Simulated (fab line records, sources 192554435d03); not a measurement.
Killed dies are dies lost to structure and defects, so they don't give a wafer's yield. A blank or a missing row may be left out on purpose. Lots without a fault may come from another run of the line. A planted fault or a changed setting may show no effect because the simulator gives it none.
fab line records | flow n5_finfet
record lots=24 wafers=72 last_day=17
route steps=1938 shown HKMG_FIN@403 GATE_CUT@467
lots that met no fault: from a run of the same line without faults
start_h: hours from the record's first day to the start of the lot's first wafer shown | wait_h: hours since the lot's step before | " the same as in the row above | L1.1+2: a row that stands for several wafers | - no value, or no start given | * or withheld: withheld | < > ~ a bound
route shown NAME@n: a module of which the file shows steps, and the number in the route of the first | usual: mean/standard deviation of fault-free wafers | same: alike in all rows | chamber/n: place in a boat | sites: the reading at each site | _std_site: their standard deviation | _edge_site: outer sites' mean less inner sites' | radius_mm: how far each site lies from the wafer's centre | mask NAME#n: copy n | behind: the tool/chamber that last shaped the wafer | hold: why the lot was held/for how many hours/how that ended | device: the transistor (n, p or np) that didn't switch | end of line: the same wafers' tests at the end of the route | a step without rows: its recipe alone | killed: dies lost to structure and defects at the first sort, not the wafer's yield | map: a wafer's dies, x killed, . not, _ none there
set.NAME: the setting as run; set.NAME@STEP: as run at that earlier step | model.NAME: the simulator's own value behind a step, which no gauge read
steps of the route over a sample of lots; a table a step, a row a wafer
services: from which hour (start_h, from the record's first day; less than 0 if before it) a tool's chamber was out of use, for how many hours, and why
## steps
# step N5_HKMG_FIN_ETCH_55
# recipe chemistry=N2/H2 target=SOC target_depth_a=2400 temp_c=40 time_s=300 ion_energy_ev=200 mask_material=SiARC pressure_mtorr=30 source_w=840 bias_w=150 n2_flow_sccm=200 h2_flow_sccm=200
# usual drypump_motor_current_A=5.6/0.41 oes_product_au=0.78/0.09 rf_vpp_V=523.3/2.1 showerhead_plenum_p_Torr=2.52/0.078 throttle_valve_pct=17.87/0.27
# columns lot.wafer tool chamber start_h wait_h drypump_motor_current_A oes_product_au rf_hours_counter_h rf_vpp_V showerhead_plenum_p_Torr throttle_valve_pct
L074.1 rie_diel-04 2 73.08 0.0 6.0 0.72 172 525.3 2.51 17.64
L074.3 " 1 " " 5.1 0.79 115 520.2 2.47 18.34
L074.6 " 1 " " 5.1 0.79 - 522.6 2.47 18.35
L075.1 rie_diel-06 2 80.79 0.0 5.5 0.75 152 524.1 2.57 18.28
L075.4 " 1 " " 6.2 1.01 1 522.4 2.50 17.91
L075.5 " 1 " " 6.2 1.02 - 523.6 2.50 17.91
L076.4 rie_diel-06 3 84.02 0.0 5.5 0.92 26 521.9 2.49 17.67
L076.5 " 3 " " 5.5 0.91 - 521.8 2.49 17.66
L076.6 " 0 " " 5.7 0.68 - 522.0 2.53 17.99
L077.2 rie_diel-06 1 89.66 0.0 6.2 1.00 4 521.5 2.50 17.93
L077.3 " 0 " " 5.7 0.68 223 522.1 2.53 17.99
L077.6 " 3 " " 5.5 0.91 - 522.6 2.49 17.67
L078.1 rie_diel-02 0 101.01 0.0 5.9 0.72 204 526.3 2.63 17.66
L078.5 " 1 " " 5.6 0.71 - 522.2 2.42 17.57
L078.6 " 0 " " 5.9 0.73 - 527.3 2.63 17.67
L079.1 rie_diel-02 3 102.28 0.0 5.2 0.93 23 522.2 2.51 18.08
L079.4 " 0 " " 5.9 0.73 205 526.4 2.63 17.67
L079.5 " 3 " " 5.2 0.93 - 522.6 2.51 18.07
L081.2 rie_diel-04 0 113.98 0.0 6.1 0.73 190 527.3 2.64 17.87
L081.3 " 3 " " 5.5 0.82 99 521.7 2.42 17.42
L081.6 " 1 " " 5.1 0.77 - 521.6 2.46 18.35
L080.3 rie_diel-04 3 120.51 0.0 5.5 0.82 101 522.1 2.42 17.43
L080.4 " 2 " " 6.0 0.70 188 524.1 2.51 17.65
L080.5 " 3 " " 5.5 0.82 - 522.2 2.42 17.43
L082.3 rie_diel-02 0 120.92 0.0 5.9 0.71 210 527.3 2.62 17.69
L082.5 " 3 " " 5.2 0.91 - 522.9 2.51 18.07
L082.6 " 2 " " 4.8 0.76 - 526.7 2.65 17.81
L083.2 rie_diel-02 2 131.84 0.0 4.8 0.75 163 527.0 2.65 17.82
L083.3 " 1 " " 5.7 0.71 184 522.2 2.42 17.59
L083.5 " 3 " " 5.2 0.91 - 522.5 2.51 18.09
L084.2 rie_diel-06 2 139.12 0.0 5.5 0.73 170 523.0 2.56 18.31
L084.3 " 1 " " 6.2 0.94 20 521.8 2.49 17.94
L084.5 " 0 " " 5.7 0.66 - 523.7 2.52 18.02
L085.1 rie_diel-06 2 140.24 0.0 5.5 0.73 171 524.1 2.56 18.30
L085.4 " 0 " " 5.7 0.65 241 522.9 2.52 18.01
L085.5 " 1 " " 6.2 0.94 - 521.8 2.49 17.96
L086.2 rie_diel-02 1 147.83 0.0 5.6 0.71 188 520.9 2.41 17.60
L086.3 " 0 " " 5.9 0.71 220 525.2 2.62 17.68
L086.6 " 1 " " 5.7 0.72 - 520.9 2.41 17.60
L087.1 rie_diel-04 3 149.11 0.0 5.5 0.82 110 521.3 2.42 17.45
L087.5 " 0 " " 6.1 0.73 - 526.7 2.64 17.90
L087.6 " 3 " " 5.5 0.81 - 521.2 2.42 17.43
L088.4 rie_diel-04 0 156.21 0.0 6.1 0.73 205 526.0 2.64 17.90
L088.5 " 0 " " 6.1 0.72 - 527.7 2.64 17.90
L088.6 " 1 " " 5.2 0.76 - 521.3 2.46 18.38
L089.1 rie_diel-06 1 163.05 0.0 6.2 0.92 31 522.4 2.49 17.96
L089.3 " 3 " " 5.5 0.86 56 522.4 2.47 17.69
L089.5 " 3 " " 5.5 0.85 - 519.9 2.47 17.70
L090.4 rie_diel-04 3 167.48 0.0 5.5 0.80 117 522.6 2.41 17.44
L090.5 " 3 " " 5.5 0.81 - 521.9 2.41 17.45
L090.6 " 2 " " 6.0 0.70 - 523.0 2.50 17.67
L091.2 rie_diel-04 0 177.41 0.0 6.1 0.71 213 525.3 2.63 17.92
L091.4 " 2 " " 6.0 0.70 207 524.0 2.50 17.69
L091.6 " 3 " " 5.5 0.80 - 521.4 2.41 17.45
L092.1 rie_diel-02 3 184.22 0.0 5.2 0.89 49 522.4 2.50 18.10
L092.2 " 1 " " 5.7 0.71 200 519.8 2.41 17.62
L092.3 " 0 " " 5.9 0.70 232 524.7 2.61 17.72
L093.2 rie_diel-02 3 188.85 0.0 5.2 0.88 51 520.9 2.50 18.11
L093.4 " 1 " " 5.7 0.70 201 520.1 2.41 17.63
L093.5 " 3 " " 5.2 0.88 - 522.5 2.50 18.11
L094.1 rie_diel-04 3 193.12 0.0 5.5 0.79 129 519.6 2.41 17.48
L094.4 " 0 " " 6.1 0.71 220 525.3 2.63 17.93
L094.5 " 0 " " 6.1 0.71 - 524.9 2.63 17.93
L095.2 rie_diel-04 1 197.94 0.0 5.1 0.75 160 520.9 2.45 18.41
L095.5 " 3 " " 5.5 0.79 - 521.7 2.41 17.49
L095.6 " 2 " " 6.0 0.69 - 522.8 2.50 17.70
L096.2 rie_diel-06 1 207.64 0.0 6.2 0.88 50 522.2 2.48 18.00
L096.4 " 3 " " 5.5 0.83 74 522.1 2.47 17.76
L096.5 " 0 " " 5.7 0.96 - 523.0 2.51 17.66
L097.3 rie_diel-04 3 213.70 0.0 5.5 0.80 135 521.9 2.41 17.49
L097.4 " 1 " " 5.1 0.75 165 521.1 2.45 18.44
L097.5 " 2 " " 6.0 0.69 - 524.3 2.49 17.72
# step N5_HKMG_FIN_ETCHBACK_68
# recipe chemistry=Cl2/Ar stop_on=HfO2 target_depth_a=5 pressure_mtorr=10 icp_w=600 bias_w=60 Cl2_flow_sccm=40 Ar_flow_sccm=60
# usual drypump_motor_current_A=5.9/0.33 oes_product_au=0.71/0.086 throttle_valve_pct=21.06/0.28
# columns lot.wafer tool chamber start_h wait_h drypump_motor_current_A oes_product_au rf_hours_counter_h throttle_valve_pct
L074.1 rie_metal-03 1 78.94 0.0 6.0 0.63 113 21.33
L074.3 " 1 " " 5.9 0.63 - 21.34
L074.6 " 1 " " 6.0 0.63 - 21.35
L075.1 rie_metal-01 0 86.68 0.0 5.4 0.62 108 21.19
L075.4 " 1 " " 6.3 0.77 - 21.23
L075.5 " 1 " " 6.3 0.77 - 21.22
L076.4 rie_metal-03 1 90.61 0.1 6.0 0.62 - 21.32
L076.5 " 1 " " 6.0 0.62 - 21.34
L076.6 " 1 " " 6.0 0.62 - 21.31
L077.2 rie_metal-02 0 95.66 0.0 5.4 0.78 33 20.52
L077.3 " 0 " " 5.4 0.77 - 20.50
L077.6 " 0 " " 5.4 0.78 - 20.51
L078.1 rie_metal-01 0 106.89 0.0 5.3 0.62 109 21.19
L078.5 " 0 " " 5.3 0.61 - 21.20
L078.6 " 1 " " 6.3 0.77 - 21.25
L079.1 rie_metal-02 1 108.29 0.0 6.0 0.72 66 20.98
L079.4 " 1 " " 5.9 0.72 - 20.97
L079.5 " 1 " " 5.9 0.73 - 20.98
L081.2 rie_metal-01 0 120.00 0.0 5.3 0.61 110 21.20
L081.3 " 0 " " 5.3 0.62 - 21.18
L081.6 " 0 " " 5.3 0.62 - 21.20
L080.3 rie_metal-01 0 126.53 0.1 5.3 0.62 - 21.18
L080.4 " 1 " " 6.4 0.77 - 21.24
L080.5 " 1 " " 6.3 0.77 - 21.23
L082.3 rie_metal-03 0 127.44 0.1 6.0 0.86 - 20.79
L082.5 " 1 " " 6.0 0.62 - 21.34
L082.6 " 0 " " 5.9 0.86 - 20.79
L083.2 rie_metal-01 1 137.88 0.1 6.4 0.76 - 21.23
L083.3 " 1 " " 6.3 0.76 - 21.23
L083.5 " 1 " " 6.3 0.76 - 21.23
L084.2 rie_metal-03 1 144.89 0.0 6.0 0.62 121 21.36
L084.3 " 0 " " 5.9 0.85 - 20.79
L084.5 " 0 " " 5.9 0.84 - 20.78
L085.1 rie_metal-02 1 146.51 0.0 5.9 0.72 69 20.98
L085.4 " 0 " " 5.4 0.77 - 20.51
L085.5 " 1 " " 6.0 0.73 - 21.00
L086.2 rie_metal-03 0 154.11 0.0 6.0 0.85 21 20.80
L086.3 " 1 " " 6.0 0.62 - 21.34
L086.6 " 1 " " 6.0 0.62 - 21.35
L087.1 rie_metal-03 0 155.87 0.0 5.9 0.85 21 20.80
L087.5 " 1 " " 6.0 0.62 - 21.34
L087.6 " 0 " " 6.0 0.84 - 20.79
L088.4 rie_metal-03 1 162.23 0.1 6.0 0.61 - 21.35
L088.5 " 1 " " 6.0 0.61 - 21.35
L088.6 " 0 " " 6.0 0.84 - 20.80
L089.1 rie_metal-03 0 169.28 0.0 5.9 0.83 22 20.80
L089.3 " 0 " " 6.0 0.84 - 20.80
L089.5 " 0 " " 5.9 0.84 - 20.80
L090.4 rie_metal-03 1 173.43 0.1 6.0 0.61 - 21.35
L090.5 " 0 " " 5.9 0.84 - 20.81
L090.6 " 1 " " 6.0 0.62 - 21.35
L091.2 rie_metal-02 0 183.56 0.0 5.4 0.75 41 20.53
L091.4 " 1 " " 6.0 0.71 - 20.98
L091.6 " 0 " " 5.4 0.76 - 20.53
L092.1 rie_metal-03 0 190.28 0.0 5.9 0.83 24 20.82
L092.2 " 1 " " 6.0 0.61 125 21.37
L092.3 " 0 " " 5.9 0.83 - 20.79
L093.2 rie_metal-01 0 194.78 0.0 5.4 0.61 116 21.20
L093.4 " 1 " " 6.3 0.75 - 21.26
L093.5 " 0 " " 5.3 0.61 - 21.21
L094.1 rie_metal-02 1 199.16 0.0 6.0 0.71 76 21.00
L094.4 " 1 " " 6.0 0.71 - 20.99
L094.5 " 0 " " 5.4 0.75 - 20.55
L095.2 rie_metal-01 0 203.89 0.0 5.3 0.61 117 21.21
L095.5 " 1 " " 6.4 0.74 - 21.25
L095.6 " 0 " " 5.3 0.61 - 21.21
L096.2 rie_metal-03 1 213.47 0.0 5.9 0.61 126 21.37
L096.4 " 0 " " 5.9 0.83 - 20.81
L096.5 " 1 " " 5.9 0.61 - 21.37
L097.3 rie_metal-02 0 220.42 0.1 5.4 0.75 - 20.52
L097.4 " 1 " " 6.0 0.70 - 21.00
L097.5 " 0 " " 5.4 0.75 - 20.53
# step N5_HKMG_FIN_CMP_23
# recipe stop_on=SiNx t_overpolish_s=10 post_cmp_clean=rinse_only down_force_psi=4 platen_rpm=50.289 pad_velocity_m_s=1.0006 target_thk_nm=46.326
# usual motor_current_A=12.3/0.76 overpolish_run_s=10.001/0.01 slurry_filter_dp_kPa=13.50/0.14 time_to_endpoint_s=12.5/2
# columns lot.wafer tool chamber start_h wait_h motor_current_A overpolish_run_s slurry_filter_dp_kPa time_to_endpoint_s
L074.1 cmp-02 2 80.12 0.0 13.2 10.014 13.44 14.1
L074.3 " 1 " " 12.8 10.001 13.46 15.0
L074.6 " 3 " " 11.1 10.005 13.42 12.0
L075.4 cmp-04 0 87.74 0.0 10.8 9.994 13.40 15.1
L075.1 " 3 " " 13.0 9.995 13.37 17.9
L075.5 " 1 " " 12.5 10.013 13.37 16.2
L076.4 cmp-03 3 91.82 0.2 12.8 10.005 13.60 13.4
L076.5 " 1 " " 14.0 10.002 13.35 11.9
L076.6 " 2 " " 12.0 10.003 13.38 10.7
L077.3 cmp-02 2 96.93 0.2 13.3 10.010 13.63 13.0
L077.2 " 3 " " 11.4 10.016 13.42 12.7
L077.6 " 1 " " 12.5 10.015 13.50 13.4
L078.1 cmp-02 2 108.03 0.1 12.7 9.996 13.41 11.8
L078.5 " 1 " " 13.0 9.994 13.50 18.0
L078.6 " 2 " " 13.0 9.968 13.37 12.5
L079.1 cmp-04 2 109.34 0.0 12.5 10.002 13.73 13.9
L079.4 " 0 " " 11.0 10.012 13.42 10.5
L079.5 " 3 " " 12.5 10.002 13.68 14.4
L081.3 cmp-04 2 121.07 0.0 11.7 10.012 13.47 10.8
L081.2 " 3 " " 12.5 10.000 13.28 12.8
L081.6 " 3 " " 12.4 9.993 13.58 12.8
L080.3 cmp-03 1 127.64 0.1 13.1 9.987 13.21 12.8
L080.4 " 3 " " 13.0 10.005 13.34 13.6
L080.5 " 0 " " 12.4 10.006 13.36 11.4
L082.3 cmp-03 3 128.75 0.3 12.6 10.001 13.72 11.6
L082.5 " 2 " " 12.7 10.006 13.71 10.0
L082.6 " 3 " " 13.2 9.998 13.36 13.1
L083.3 cmp-04 3 139.19 0.2 12.6 9.976 13.73 12.7
L083.2 " 0 " " 11.3 10.014 13.43 10.7
L083.5 " 1 " " 12.4 9.992 13.46 13.4
L084.3 cmp-04 2 146.03 0.0 11.6 10.002 13.64 10.8
L084.2 " 1 " " 12.6 10.009 13.56 11.0
L084.5 " 3 " " 12.8 9.995 13.42 13.3
L085.4 cmp-02 2 147.67 0.1 13.4 10.001 13.32 13.6
L085.1 " 3 " " 10.7 10.021 13.78 12.6
L085.5 " 2 " " 13.2 9.996 13.78 13.2
L086.3 cmp-04 1 155.26 0.1 11.9 9.985 13.34 13.9
L086.2 " 3 " " 13.0 9.991 13.52 17.3
L086.6 " 0 " " 10.9 9.995 13.40 12.5
L087.1 cmp-04 1 157.09 0.2 12.9 9.985 13.41 14.6
L087.5 " 3 " " 12.4 9.989 13.60 15.4
L087.6 " 0 " " 10.9 10.003 13.71 9.0
L088.4 cmp-03 3 163.25 0.0 12.4 10.014 13.43 11.2
L088.5 " 3 " " 12.9 9.995 13.44 10.7
L088.6 " 0 " " 12.1 9.997 13.51 12.4
L089.3 cmp-04 3 170.49 0.2 12.8 10.013 13.81 13.3
L089.1 " 0 " " 11.1 9.990 13.40 13.5
L089.5 " 2 " " 11.5 10.004 13.36 11.6
L090.4 cmp-02 0 174.63 0.1 12.9 10.024 13.60 9.4
L090.5 " 3 " " 10.9 9.998 13.44 11.0
L090.6 " 0 " " 12.9 10.001 13.61 12.4
L091.4 cmp-03 3 184.70 0.1 12.4 9.997 13.68 13.8
L091.2 " 1 " " 12.7 9.992 13.55 10.4
L091.6 " 3 " " 12.4 9.999 13.46 10.4
L092.2 cmp-04 3 191.44 0.1 12.5 10.003 13.57 14.2
L092.3 " 0 " " 10.6 10.004 13.45 14.6
L092.1 " 1 " " 13.4 10.001 13.70 14.2
L093.4 cmp-02 0 195.84 0.0 12.3 10.013 13.32 8.4
L093.2 " 3 " " 11.4 10.007 13.43 10.3
L093.5 " 1 " " 13.3 9.997 13.53 13.3
L094.1 cmp-02 2 200.22 0.0 12.9 9.996 13.45 14.9
L094.4 " 1 " " 13.1 9.990 13.57 14.9
L094.5 " 2 " " 13.2 9.979 13.27 13.6
L095.2 cmp-03 2 205.03 0.1 13.0 9.989 13.41 10.7
L095.6 " 1 " " 13.6 9.999 13.39 9.9
L095.5 " 2 " " 11.9 9.996 13.59 10.1
L096.2 cmp-03 3 214.70 0.1 12.9 10.010 13.42 12.1
L096.4 " 0 " " 11.8 9.988 13.44 11.0
L096.5 " 3 " " 13.2 10.011 13.32 12.7
L097.3 cmp-04 0 221.66 0.2 11.1 9.989 13.61 8.8
L097.4 " 1 " " 12.0 10.010 13.34 9.8
L097.5 " 0 " " 10.7 10.020 13.60 10.3
# step N5_HKMG_FIN_CMP_94
# recipe stop_on=SiNx post_cmp_clean=w_dilute_nh4oh t_overpolish_s=4.7 down_force_psi=4 platen_rpm=50.289 pad_velocity_m_s=1.0006 target_thk_nm=43.299
# usual motor_current_A=12.4/0.8 slurry_filter_dp_kPa=13.50/0.14
# columns lot.wafer tool chamber start_h wait_h motor_current_A slurry_filter_dp_kPa
L074.1 cmp-02 2 80.60 0.4 13.4 13.52
L074.3 " 1 " " 13.5 13.54
L074.6 " 3 " " 11.7 13.53
L075.4 cmp-04 0 88.77 0.9 11.4 13.51
L075.1 " 3 " " 12.2 13.36
L075.5 " 1 " " 12.5 13.41
L076.4 cmp-03 3 92.20 0.3 13.6 13.34
L076.5 " 1 " " 13.9 13.65
L076.6 " 2 " " 12.3 13.47
L077.3 cmp-02 2 97.36 0.3 13.9 13.41
L077.2 " 3 " " 11.7 13.46
L077.6 " 1 " " 13.8 13.75
L078.1 cmp-02 2 108.46 0.3 13.7 13.28
L078.5 " 1 " " 13.2 13.25
L078.6 " 2 " " 12.9 13.50
L079.1 cmp-04 2 109.82 0.4 12.6 13.60
L079.4 " 0 " " 11.1 13.57
L079.5 " 3 " " 12.5 13.52
L081.3 cmp-04 2 121.55 0.4 12.2 13.36
L081.2 " 3 " " 12.7 13.55
L081.6 " 3 " " 12.6 13.59
L080.3 cmp-03 1 128.07 0.3 13.5 13.41
L080.4 " 3 " " 12.2 13.52
L080.5 " 0 " " 12.0 13.56
L082.3 cmp-03 3 129.18 0.3 12.6 13.50
L082.5 " 2 " " 12.8 13.50
L082.6 " 3 " " 13.4 13.42
L083.3 cmp-04 3 139.57 0.3 12.1 13.36
L083.2 " 0 " " 11.0 13.43
L083.5 " 1 " " 12.3 13.09
L084.3 cmp-04 2 146.51 0.4 11.9 13.68
L084.2 " 1 " " 12.1 13.66
L084.5 " 3 " " 11.9 13.46
L085.4 cmp-02 2 148.10 0.3 13.3 13.56
L085.1 " 3 " " 11.1 13.57
L085.5 " 2 " " 12.9 13.46
L086.3 cmp-04 1 155.69 0.3 12.5 13.53
L086.2 " 3 " " 12.3 13.66
L086.6 " 0 " " 10.8 13.59
L087.1 cmp-04 1 157.47 0.3 12.2 13.75
L087.5 " 3 " " 12.1 13.41
L087.6 " 0 " " 10.4 13.52
L088.4 cmp-03 3 163.73 0.4 13.2 13.44
L088.5 " 3 " " 13.2 13.34
L088.6 " 0 " " 12.4 13.60
L089.3 cmp-04 3 170.87 0.3 12.5 13.43
L089.1 " 0 " " 11.3 13.40
L089.5 " 2 " " 12.0 13.48
L090.4 cmp-02 0 175.06 0.3 12.7 13.67
L090.5 " 3 " " 10.9 13.64
L090.6 " 0 " " 12.8 13.32
L091.4 cmp-03 3 185.13 0.3 12.7 13.20
L091.2 " 1 " " 11.8 13.75
L091.6 " 3 " " 13.1 13.29
L092.2 cmp-04 3 191.87 0.3 11.8 13.16
L092.3 " 0 " " 10.9 13.54
L092.1 " 1 " " 12.7 13.41
L093.4 cmp-02 0 196.32 0.4 12.8 13.77
L093.2 " 3 " " 11.2 13.63
L093.5 " 1 " " 13.2 13.48
L094.1 cmp-02 2 200.70 0.4 12.9 13.35
L094.4 " 1 " " 12.7 13.29
L094.5 " 2 " " 13.7 13.55
L095.2 cmp-03 2 205.46 0.3 11.7 13.26
L095.6 " 1 " " 12.9 13.39
L095.5 " 2 " " 12.1 13.39
L096.2 cmp-03 3 215.18 0.4 12.2 13.38
L096.4 " 0 " " 12.2 13.74
L096.5 " 3 " " 12.8 13.72
L097.3 cmp-04 0 222.09 0.3 10.8 13.47
L097.4 " 1 " " 12.4 13.46
L097.5 " 0 " " 10.9 13.50
# step N5_GATE_CUT_ETCHBACK_30
# recipe chemistry=Cl2/Ar target=TiN target_depth_a=30 mode=isotropic pressure_mtorr=10 icp_w=600 bias_w=60 Cl2_flow_sccm=40 Ar_flow_sccm=60
# usual drypump_motor_current_A=5.8/0.34 oes_product_au=0.74/0.075 throttle_valve_pct=20.95/0.3
# columns lot.wafer tool chamber start_h wait_h drypump_motor_current_A oes_product_au rf_hours_counter_h throttle_valve_pct
L074.1 rie_metal-02 0 81.07 0.1 5.4 0.79 32 20.50
L074.3 " 0 " " 5.4 0.80 - 20.51
L074.6 " 0 " " 5.4 0.79 - 20.50
L075.1 rie_metal-02 0 89.25 0.1 5.4 0.79 32 20.49
L075.4 " 0 " " 5.4 0.80 - 20.50
L075.5 " 0 " " 5.4 0.79 - 20.50
L076.4 rie_metal-03 1 92.63 0.0 6.0 0.64 - 21.32
L076.5 " 0 " " 5.9 0.88 - 20.77
L076.6 " 1 " " 6.0 0.64 - 21.33
L077.2 rie_metal-02 0 97.80 0.1 5.4 0.79 34 20.50
L077.3 " 1 " " 6.0 0.75 - 20.96
L077.6 " 1 " " 6.0 0.75 - 20.94
L078.1 rie_metal-03 1 108.90 0.1 6.0 0.64 118 21.31
L078.5 " 1 " " 6.0 0.63 - 21.31
L078.6 " 0 " " 6.0 0.88 - 20.77
L079.1 rie_metal-03 1 110.30 0.1 6.0 0.64 118 21.33
L079.4 " 1 " " 6.0 0.64 - 21.32
L079.5 " 0 " " 5.9 0.87 - 20.77
L081.2 rie_metal-02 0 122.02 0.1 5.4 0.77 35 20.51
L081.3 " 1 " " 6.0 0.74 - 20.97
L081.6 " 1 " " 6.0 0.75 - 20.96
L080.3 rie_metal-01 0 128.52 0.0 5.4 0.63 - 21.19
L080.4 " 1 " " 6.3 0.77 - 21.23
L080.5 " 1 " " 6.4 0.77 - 21.23
L082.3 rie_metal-02 1 129.63 0.0 6.0 0.74 - 20.96
L082.5 " 1 " " 6.0 0.74 - 20.95
L082.6 " 0 " " 5.4 0.78 - 20.49
L083.2 rie_metal-01 1 140.20 0.1 6.3 0.76 - 21.25
L083.3 " 1 " " 6.4 0.76 - 21.24
L083.5 " 1 " " 6.4 0.76 - 21.24
L084.2 rie_metal-03 1 146.99 0.1 6.0 0.62 122 21.34
L084.3 " 0 " " 5.9 0.85 - 20.79
L084.5 " 1 " " 6.0 0.62 - 21.33
L085.1 rie_metal-01 1 148.76 0.1 6.4 0.77 53 21.23
L085.4 " 1 " " 6.3 0.77 - 21.24
L085.5 " 1 " " 6.4 0.76 - 21.25
L086.2 rie_metal-01 1 156.13 0.1 6.3 0.77 55 21.24
L086.3 " 0 " " 5.3 0.62 - 21.19
L086.6 " 1 " " 6.4 0.77 - 21.23
L087.1 rie_metal-03 0 157.88 0.1 6.0 0.85 22 20.80
L087.5 " 1 " " 6.0 0.62 - 21.34
L087.6 " 0 " " 6.0 0.86 - 20.79
L088.4 rie_metal-02 0 164.22 0.0 5.4 0.77 - 20.51
L088.5 " 1 " " 6.0 0.74 - 20.95
L088.6 " 0 " " 5.4 0.77 - 20.52
L089.1 rie_metal-01 1 171.29 0.1 6.4 0.76 56 21.25
L089.3 " 1 " " 6.4 0.75 - 21.24
L089.5 " 0 " " 5.4 0.61 - 21.20
L090.4 rie_metal-03 0 175.51 0.0 5.9 0.83 - 20.80
L090.5 " 0 " " 5.9 0.84 - 20.80
L090.6 " 1 " " 6.0 0.62 - 21.35
L091.2 rie_metal-02 0 185.58 0.1 5.4 0.76 41 20.54
L091.4 " 0 " " 5.4 0.76 - 20.53
L091.6 " 1 " " 6.0 0.73 - 20.95
L092.1 rie_metal-02 0 192.32 0.1 5.4 0.76 43 20.54
L092.2 " 1 " " 6.0 0.73 75 20.97
L092.3 " 1 " " 6.0 0.72 - 20.97
L093.2 rie_metal-02 1 196.80 0.1 6.0 0.73 75 20.96
L093.4 " 0 " " 5.4 0.75 - 20.53
L093.5 " 1 " " 6.0 0.73 - 20.94
L094.1 rie_metal-01 1 201.18 0.1 6.4 0.75 58 21.25
L094.4 " 0 " " 5.4 0.61 - 21.21
L094.5 " 0 " " 5.4 0.61 - 21.20
L095.2 rie_metal-02 1 205.90 0.1 6.0 0.72 76 20.97
L095.5 " 1 " " 5.9 0.72 - 20.97
L095.6 " 0 " " 5.4 0.74 - 20.54
L096.2 rie_metal-03 1 215.65 0.1 6.0 0.61 126 21.35
L096.4 " 1 " " 6.0 0.61 - 21.36
L096.5 " 1 " " 6.0 0.62 - 21.34
L097.3 rie_metal-02 1 222.54 0.0 5.9 0.71 - 20.99
L097.4 " 0 " " 5.4 0.75 - 20.54
L097.5 " 1 " " 5.9 0.72 - 20.98
# step N5_GATE_CUT_CD_MEAS_13
# recipe target_cd_nm=20 landing_energy_ev=500 detector=se_inlens
# usual cd_nm=19.95/0.26
# columns lot.wafer tool chamber start_h wait_h cd_nm
L074.1 cd_sem-01 0 84.49 - 20.00
L074.3 " 0 " " 20.18
L074.6 " 0 " " 20.32
L075.1 cd_sem-02 0 93.04 - 19.63
L075.4 " 0 " " 19.30
L075.5 " 0 " " 19.70
L076.4 cd_sem-03 0 96.81 - 19.85
L076.5 " 0 " " 20.08
L076.6 " 0 " " 20.12
L077.2 cd_sem-01 0 102.35 - 20.23
L077.3 " 0 " " 20.07
L077.6 " 0 " " 19.95
L078.1 cd_sem-02 0 112.23 - 19.91
L078.5 " 0 " " 20.40
L078.6 " 0 " " 19.54
L079.1 cd_sem-01 0 115.30 - 20.09
L079.4 " 0 " " 19.57
L079.5 " 0 " " 19.84
L081.2 cd_sem-01 0 125.49 - 20.34
L081.3 " 0 " " 20.05
L081.6 " 0 " " 20.22
L080.3 cd_sem-01 0 131.87 - 20.02
L080.4 " 0 " " 20.13
L080.5 " 0 " " 20.33
L082.3 cd_sem-01 0 132.98 - 19.82
L082.5 " 0 " " 19.94
L082.6 " 0 " " 19.74
L083.2 cd_sem-03 0 143.65 - 20.21
L083.3 " 0 " " 20.20
L083.5 " 0 " " 20.37
L084.2 cd_sem-01 0 150.34 - 20.14
L084.3 " 0 " " 19.89
L084.5 " 0 " " 19.22
L085.1 cd_sem-01 0 152.36 - 20.05
L085.4 " 0 " " 19.83
L085.5 " 0 " " 19.77
L086.2 cd_sem-02 0 159.63 - 19.69
L086.3 " 0 " " 19.68
L086.6 " 0 " " 19.72
L087.1 cd_sem-03 0 161.37 - 20.05
L087.5 " 0 " " 19.99
L087.6 " 0 " " 20.18
L088.4 cd_sem-02 0 167.70 - 20.14
L088.5 " 0 " " 19.60
L088.6 " 0 " " 19.48
L089.1 cd_sem-01 0 174.65 - 20.12
L089.3 " 0 " " 20.01
L089.5 " 0 " " 20.05
L090.4 cd_sem-02 0 179.18 - 20.00
L090.5 " 0 " " 20.07
L090.6 " 0 " " 20.33
L091.2 cd_sem-03 0 189.38 - 19.95
L091.4 " 0 " " 19.63
L091.6 " 0 " " 19.88
L092.1 cd_sem-02 0 195.66 - 20.34
L092.2 " 0 " " 19.57
L092.3 " 0 " " 20.02
L093.2 cd_sem-01 0 200.38 - 20.03
L093.4 " 0 " " 19.81
L093.5 " 0 " " 20.15
L094.1 cd_sem-01 0 204.68 - 20.05
L094.4 " 0 " " 19.72
L094.5 " 0 " " 20.45
L095.2 cd_sem-01 0 209.31 - 19.87
L095.5 " 0 " " 19.86
L095.6 " 0 " " 19.51
L096.2 cd_sem-02 0 219.26 - 20.15
L096.4 " 0 " " 20.14
L096.5 " 0 " " 19.94
L097.3 cd_sem-01 0 226.22 - 20.04
L097.4 " 0 " " 19.97
L097.5 " 0 " " 20.08
## services
# columns tool chamber start_h hours kind
rie_metal-02 1 54.45 3.9 repair
cmp-02 - 56.64 4.6 pm
rie_diel-06 0 57.42 4.3 repair
rie_diel-02 2 60.12 4.3 repair
rie_diel-04 3 69.58 3.5 repair
rie_diel-02 1 71.49 3.0 repair
cmp-02 - 72.33 2.2 repair
rie_metal-03 0 78.38 12.9 repair
cmp-02 - 82.17 0.3 repair
cmp-04 - 92.54 5.5 pm
cmp-03 - 93.83 3.2 repair
cmp-02 - 127.19 4.0 pm
cmp-04 - 129.22 6.5 pm
cmp-02 - 131.19 - consumable_replace:conditioner
cmp-02 - 131.19 - consumable_replace:pad
rie_metal-01 0 136.66 11.7 repair
rie_diel-06 2 148.52 29.0 repair
rie_diel-02 3 166.84 4.9 repair
rie_diel-02 - 177.25 2.8 pm
cmp-02 - 179.60 1.8 repair
cmp-04 - 184.25 1.1 repair
rie_diel-02 0 197.42 3.8 repair
cmp-04 - 198.19 22.5 repair
cmp-03 - 221.66 4.0 pm
## key
fault none
